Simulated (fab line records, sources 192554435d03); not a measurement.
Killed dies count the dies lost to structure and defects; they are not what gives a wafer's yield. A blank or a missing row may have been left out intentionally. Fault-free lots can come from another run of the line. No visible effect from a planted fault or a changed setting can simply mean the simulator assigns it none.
Struck lot and sound lot, side by side ; flow n5 finfet ; 37 out of 1938 route steps
Sound: these wafers, L346.3, L346.5, L346.6. Struck: wafers L340.2, L340.3, L340.6. The cause comes at the end.
For every step that has rows: the tool of each side, followed by ch and its chambers, followed by its first start. Under that, the readings that differ: sound wafers ; struck wafers ; difference of the means ; sigmas: that difference in standard deviations of wafers without a fault.
alike: readings whose means differ by less than 2 such deviations, and words and numbers that are the same on both sides. not compared: withheld readings, readings that some wafer has no value for, bounds like >300 that may hide the same value, and numbers for which the record gives no deviation and whose values overlap.
A row with sigmas, a row that says differs or no value, or rows on one side alone: a step with any of these is where the two part. Numbers that don't overlap but have no deviation are shown without sigmas and don't part them. Lack of a reading on every wafer of one side parts them only where that side has two or more wafers.

first, 9 steps without rows for these wafers: N5_BEOL_M4_ANNEAL_95 (time 240 s); N5_BEOL_M4_SPUTTER_96 (material Cu, target thk 4.5 nm, time 8.29 s); N5_BEOL_M4_ECD_50 (material Cu, target thk 300 nm); N5_BEOL_M4_ANNEAL_51 (time 90 s); N5_BEOL_M4_CMP_52 (polishes, stops on SiOC, t overpolish 6.8 s, target thk 40 nm); N5_BEOL_M4_PRE_CLEAN_60 (time 15 s); N5_BEOL_M4_CO_CAP_55 (material Co, precursor CCTBA/H2, target thk 2 nm, time 102.1 s); N5_BEOL_M4_PRE_CLEAN_56 (time 15 s); N5_BEOL_M4_DEP_57 (deposits SiCN from 3MS/NH3, target thk 8 nm, time 14 s).
N5_BEOL_M4_RC_MEAS_101:
  sound on prober-02 ch 0, day 13 01:22; struck on prober-02 ch 0, day 11 11:45
  alike: DIBL_N, DIBL_P, IOFF_N, IOFF_P, ION_N, ION_P, SS_N, SS_P, VT_N, VT_P
then, 24 steps without rows for these wafers: N5_BEOL_M5_ILD_DEP_00 (deposits SiCOH lowk from DEMS/porogen, target thk 140.64 nm, time 25.9 s); N5_BEOL_M5_CURE_79 (cures SiCOH lowk, time 240 s); N5_BEOL_M5_PECVD_70 (deposits SiO2 from TEOS/O2, target thk 16 nm, time 18 s); N5_BEOL_M5_HM_DEP_02 (deposits TiN, target thk 20 nm); N5_BEOL_M5_COAT_59 (time 60 s, resist thk 60 nm); N5_BEOL_M5_COAT_60 (time 60 s, resist thk 12 nm); N5_BEOL_M5_COAT_71 (time 60 s, resist thk 5 nm); N5_BEOL_M5_COAT_05 (resist thk 30 nm); N5_BEOL_M5_EBR_07; N5_BEOL_M5_SOFTBAKE_06 (time 60 s); N5_BEOL_M5_EXPOSE_08 (exposes mask M5, target cd 28 nm); N5_BEOL_M5_PEB_09 (peb time 60 s); N5_BEOL_M5_DEVELOP_10 (develop time 30 s); N5_BEOL_M5_DESCUM_16 (chemistry O2, time 7 s); N5_BEOL_M5_ETCH_72 (etches underlayer in N2/H2, target depth 6.5 nm, time 5.2 s); N5_BEOL_M5_ETCH_61 (etches SiARC in CF4, target depth 15.6 nm, time 26 s); N5_BEOL_M5_ETCH_62 (etches SOC in N2/H2, target depth 75 nm, overetch 15 nm, time 112.5 s); N5_BEOL_M5_STRIP_63 (strips in N2/H2); N5_BEOL_M5_STRIP_73 (strips in N2/H2); N5_BEOL_M5_STRIP_64 (strips in CF4); N5_BEOL_M5_HM_OPEN_17 (chemistry Cl2/BCl3, target TiN, target depth 20 nm, overetch 6 nm); N5_BEOL_M5_STRIP_19 (strips in O2); N5_BEOL_M5_COAT_65 (time 60 s, resist thk 60 nm); N5_BEOL_M5_COAT_66 (time 60 s, resist thk 12 nm).
-- record jumps: 2 days separate the struck wafers' starts on either side; left off in module BEOL_M5, taken up again in module BEOL_M10, whose first shown step is the route's number 1507 --
N5_BEOL_M10_ETCH_66: etches SOC in N2/H2, target depth 120 nm, overetch 24 nm, time 180 s.
  sound on rie diel-06 ch 1,2, day 15 04:38; struck on rie diel-06 ch 0,2, day 13 16:59
  no value came back on the struck wafers for any of 7 readings (bias w (W), chamber pressure mTorr (mTorr) and others); on the sound wafers bias w (W) reads 149.8 149.9 150.0
reading;sound;struck;difference;sigmas
model.CAR-ArF_of_BEOL_M10_COAT_22.thk nm (nm);0 0 0;55.6 55.6 55.4;+55.5;
model.SiARC_of_BEOL_M10_COAT_64.thk nm (nm);22.6 22.6 22.2;30 30 30;+8;
  not compared: rf hours counter h
N5_BEOL_M10_VIA_ETCH_34: etches SiCOH lowk in C4F6/O2, target depth 184.5 nm, time 69.2 s.
  sound on rie diel-06 ch 1,2, day 15 04:45; struck on rie diel-06 ch 0,2, day 13 17:07
reading;sound;struck;difference;sigmas
oes product au (a.u.);0.85 0.85 0.96;0.33 0.26 0.26;-0.60;-6
  alike: C4F6_flow_sccm, O2_flow_sccm, bias w, drypump motor current A, rf vpp V, showerhead plenum p Torr, throttle valve pct
  not compared: rf hours counter h
-- the record jumps here: 2 days lie between the struck wafers' starts before and after (it left off in module BEOL_M10 and takes up again in module PASSIVATION, whose first step shown is number 1936 of the route) --
N5_PASSIVATION_PROBE_49:
  only the struck wafers here have rows in the record (prober-02, day 16 02:22); the sound ones have none

WHERE THEY PART
First at N5_BEOL_M10_ETCH_66; last, within this record, at N5_PASSIVATION_PROBE_49.

WHY: what had been put in by the simulator
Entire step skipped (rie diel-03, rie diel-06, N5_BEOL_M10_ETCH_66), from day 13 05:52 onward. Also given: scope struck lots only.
